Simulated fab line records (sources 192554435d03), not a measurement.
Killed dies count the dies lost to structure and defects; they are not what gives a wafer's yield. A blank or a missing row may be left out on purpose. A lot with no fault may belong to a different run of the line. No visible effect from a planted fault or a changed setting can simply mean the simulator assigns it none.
Chamber matching -- flow n5Finfet -- N5_SDB_HM_DEP_00 on pecvd-04 has 3 sister chambers
The step deposits SiNx from SiH4/NH3/N2, target thk 40 nm, time 35.3 s. 6 wafers are shown with their chamber, then 7 later ones without.

## WAFERS PAIRED WITH THEIR CHAMBERS
wafer,chamber,throttleValvePct (%),showerheadPlenumPTorr (Torr)
L081.5,2,36.0,5.10
L086.2,0,42.0,5.14
L086.4,2,36.3,5.08
L086.5,1,45.7,5.15
L093.1,0,42.5,5.12
L093.2,1,45.8,5.15

## WAFERS WHOSE CHAMBER IS MISSING
wafer,throttleValvePct (%),showerheadPlenumPTorr (Torr)
L093.6,46.0,5.14
L095.1,36.2,5.09
L095.3,42.0,5.13
L095.5,45.5,5.14
L097.1,46.0,5.15
L097.2,36.6,5.10
L097.4,36.7,5.09

## CHAMBER TAKEN BY EACH
wafer,from the rows above,in truth
L093.6,1,1
L095.1,2,2
L095.3,0,0
L095.5,1,1
L097.1,1,1
L097.2,2,2
L097.4,2,2
7 of 7 placed correctly. Left unplaced by these rows: 0. Placed wrongly: 0.
How it was worked out, from the rows above alone: a wafer's distance from a chamber is the root of the sum, over the readings, of the square of ((its reading less the chamber's mean) divided by the reading's scatter). If the next closest chamber is less than 2 further off than the closest, the wafer can't be placed; otherwise it belongs to the closest. Each chamber's mean is taken over the wafers shown for it. How the scatter is found: for the shown wafers, subtract from each reading the mean of its chamber, square and add these, divide the total by (wafers less chambers), then take the root.
